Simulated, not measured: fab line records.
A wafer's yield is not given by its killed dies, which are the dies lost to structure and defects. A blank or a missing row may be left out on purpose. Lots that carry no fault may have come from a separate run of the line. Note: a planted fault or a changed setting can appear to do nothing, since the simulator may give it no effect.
The tool behind it: which one? ; flow nand harc ; 12 lots, 36 wafers sampled, at 5 steps of a route of 1302

== WHAT EACH GAUGE READ, for each wafer ==
NHARC_P_GATE_INSPECT_68. Usual: raw defect count at 219, with a standard deviation of 96.
lot;measured;on;raw defect count;flag
L343;day 6 06:17;defect inspect-01;284 240 146;
L345;day 7 01:42;defect inspect-02;166 124 130;
L346;day 7 10:20;defect inspect-01;254 288 267;
L347;day 7 20:20;defect inspect-01;233 201 251;
L348;day 8 11:12;defect inspect-02;161 127 125;
L350;day 9 04:05;defect inspect-01;324 329 353;
L354;day 10 20:52;defect inspect-01;309 273 242;
L356;day 11 17:50;defect inspect-01;196 320 268;
L355;day 11 19:02;defect inspect-01;233 163 131;
L359;day 13 00:00;defect inspect-02;345 238 242;
L360;day 13 11:28;defect inspect-02;124 209 527;
L363;day 14 10:55;defect inspect-02;181 152 118;

NHARC_END_SORT_01. Usual: killed at array 55, standard deviation 20; killed at other 1.1, standard deviation 1.2; killed at periphery 3.8, standard deviation 2.8; killed dies 60, standard deviation 19; killed open 3.4, standard deviation 1.9; killed short 2.2, standard deviation 1.5.
lot;measured;on;killed at array;killed at other;killed at periphery;killed dies;killed open;killed short;flag
L359;day 31 17:06;prober-01;59 45 42;2 2 3;616 9 632;677 56 677;3 1 3;6 4 1;OFF
L360;day 32 15:43;prober-01;46 59 46;2 1 0;629 2 631;677 62 677;3 5 3;3 2 1;OFF
L363;day 32 23:50;prober-02;36 40 46;0 0 0;8 637 631;44 677 677;2 6 5;0 2 3;OFF

== TOOL THAT RAN EACH LOT (tool first, then ch and the chambers of the sampled wafers, then the start) ==
lot;NHARC_P_GATE_RTA_82;NHARC_P_CONTACT_ETCH_35;NHARC_P_CONTACT_ALD_22
L343;rtp anneal-01 ch 0, day 6 06:07;rie diel-02 ch 1,2,3, day 6 08:26;ald metal-03 ch 0,3, day 6 10:10
L345;rtp anneal-02 ch 0, day 7 01:30;rie diel-13 ch 2,3, day 7 03:35;ald metal-03 ch 1,2,3, day 7 05:20
L346;rtp anneal-01 ch 0, day 7 10:08;rie diel-03 ch 0,1,2, day 7 12:05;ald metal-04 ch 1,3, day 7 13:50
L347;rtp anneal-02 ch 0, day 7 20:10;rie diel-03 ch 0,1, day 7 22:13;ald metal-04 ch 2,3, day 7 23:56
L348;rtp anneal-02 ch 0, day 8 10:50;rie diel-13 ch 0,1,3, day 8 12:58;ald metal-03 ch 0,1,2, day 8 14:42
L350;rtp anneal-01 ch 0, day 9 03:53;rie diel-02 ch 0,2, day 9 06:48;ald metal-02 ch 1,3, day 9 08:32
L354;rtp anneal-02 ch 0, day 10 20:44;rie diel-02 ch 0,2,3, day 10 22:46;ald metal-04 ch 1,2, day 11 00:29
L356;rtp anneal-01 ch 0, day 11 17:43;rie diel-02 ch 0,1, day 11 19:50;ald metal-03 ch 0,1,3, day 11 21:38
L355;rtp anneal-01 ch 0, day 11 18:50;rie diel-03 ch 0,2,3, day 11 20:55;ald metal-04 ch 1,2, day 11 22:42
L359;rtp anneal-02 ch 0, day 12 23:52;rie diel-02 ch 0,1,3, day 13 02:07;ald metal-03 ch 1,3, day 13 03:53
L360;rtp anneal-01 ch 0, day 13 11:16;rie diel-02 ch 0,1,3, day 13 13:21;ald metal-03 ch 1,2,3, day 13 15:07
L363;rtp anneal-01 ch 0, day 14 10:45;rie diel-02 ch 0,2, day 14 12:41;ald metal-03 ch 0,1,3, day 14 14:25
- NHARC_P_GATE_RTA_82: time 30 s.
- NHARC_P_CONTACT_ETCH_35: etches the open film in CF4, target depth 39 nm, time 65 s.
- NHARC_P_CONTACT_ALD_22: deposits TiN, target thk 3 nm, pulse time 1 s, ald cycles 150.

== AS READ BY THE TOOLS THEMSELVES (means over the sampled wafers that have a number; for cases with no such wafer, the mark the record gives instead) ==
NHARC_P_GATE_RTA_82. Usual: lamp power pct 3.61 %, standard deviation 0.18; lamp_zone_1_pct 3.61 %, standard deviation 0.18; lamp_zone_5_pct 3.63 %, standard deviation 0.18; wafer_temp_C_max 452.2, standard deviation 0.6.
lot;tool;lamp power pct (%);lamp_zone_1_pct (%);lamp_zone_5_pct (%);wafer_temp_C_max;flag
L343;rtp anneal-01;3.81;3.81;3.82;452.7;
L345;rtp anneal-02;3.45;3.45;3.46;451.7;
L346;rtp anneal-01;3.81;3.81;3.82;452.2;
L347;rtp anneal-02;3.45;3.45;3.46;451.6;
L348;rtp anneal-02;3.45;3.45;3.47;451.8;
L350;rtp anneal-01;3.81;3.80;3.83;452.4;
L354;rtp anneal-02;3.45;3.45;3.47;451.6;
L356;rtp anneal-01;3.81;3.81;3.82;452.8;
L355;rtp anneal-01;3.80;3.81;3.82;453.0;
L359;rtp anneal-02;3.45;3.45;3.47;451.5;
L360;rtp anneal-01;3.81;3.81;3.82;452.7;
L363;rtp anneal-01;3.81;3.80;3.82;452.9;

NHARC_P_CONTACT_ETCH_35. Usual: bias w 100.01 W, standard deviation 0.3; drypump motor current A 5.7 A, standard deviation 0.47; oes product au 1.005 a.u., standard deviation 0.011; rf vpp V 151.0 V, standard deviation 0.98; showerhead plenum p Torr 1.73 Torr, standard deviation 0.059; throttle valve pct 13.285 %, standard deviation 0.0093.
lot;tool;bias w (W);drypump motor current A (A);oes product au (a.u.);rf vpp V (V);showerhead plenum p Torr (Torr);throttle valve pct (%);flag
L343;rie diel-02;100.04;5.7;1.006;151.2;1.73;13.281;
L345;rie diel-13;99.93;6.5;1.003;151.7;1.75;13.278;
L346;rie diel-03;100.09;5.5;1.002;150.5;1.68;13.290;
L347;rie diel-03;100.44;5.5;1.005;150.1;1.68;13.279;
L348;rie diel-13;100.02;6.0;1.008;151.7;1.79;13.290;
L350;rie diel-02;100.01;5.4;1.011;150.9;1.76;13.292;
L354;rie diel-02;99.91;5.5;1.004;151.7;1.78;13.291;
L356;rie diel-02;100.16;5.9;0.995;150.4;1.72;13.286;
L355;rie diel-03;100.15;5.6;1.002;151.4;1.70;13.286;
L359;rie diel-02;99.73;5.7;1.011;151.8;1.76;13.286;
L360;rie diel-02;99.91;5.7;1.018;150.7;1.76;13.277;
L363;rie diel-02;100.02;5.4;0.993;151.2;1.76;13.284;

NHARC_P_CONTACT_ALD_22. Usual: heater power w 1074 W, standard deviation 76; precursor pulse height rel 0.998, standard deviation 0.021.
lot;tool;heater power w (W);precursor pulse height rel;flag
L343;ald metal-03;1049;0.997;
L345;ald metal-03;1065;0.989;
L346;ald metal-04;1143;1.002;
L347;ald metal-04;1196;0.992;
L348;ald metal-03;1037;0.991;
L350;ald metal-02;1008;0.997;
L354;ald metal-04;1151;1.006;
L356;ald metal-03;1002;0.974;
L355;ald metal-04;1156;0.996;
L359;ald metal-03;1031;1.000;
L360;ald metal-03;1043;0.995;
L363;ald metal-03;1011;0.988;

== THE ANSWER, worked out from the rows above alone ==
Rule: a lot is off if the mean of its wafers that have a number lies more than 3 standard deviations from the usual mean. A lot without any number at a reading at which 4 lots or more have one is off too. All remaining lots with rows at the step are treated as sound. After the gauges, taken in route order, come the tools' own readings; for these a lot's mean is taken, as printed above. At the first step where some lot is off, the reading lying furthest off is the one used; lots without a number count as furthest.
Off: L359, L360, L363, at NHARC_END_SORT_01 (killed at periphery). Neither off nor sound, because the step has no rows for them: L343, L345, L346, L347, L348, L350, L354, L356, L355.
If a tool, at a process step before that reading, ran all the lots that are off and no sound lot after the first of them, it fits. Gauges at NHARC_END_SORT_01: tried the same way as those tools. This does not decide it: 2 tools fit, namely rie diel-02 at NHARC_P_CONTACT_ETCH_35 and ald metal-03 at NHARC_P_CONTACT_ALD_22.

== WHAT THE SIMULATOR HAD INSERTED ==
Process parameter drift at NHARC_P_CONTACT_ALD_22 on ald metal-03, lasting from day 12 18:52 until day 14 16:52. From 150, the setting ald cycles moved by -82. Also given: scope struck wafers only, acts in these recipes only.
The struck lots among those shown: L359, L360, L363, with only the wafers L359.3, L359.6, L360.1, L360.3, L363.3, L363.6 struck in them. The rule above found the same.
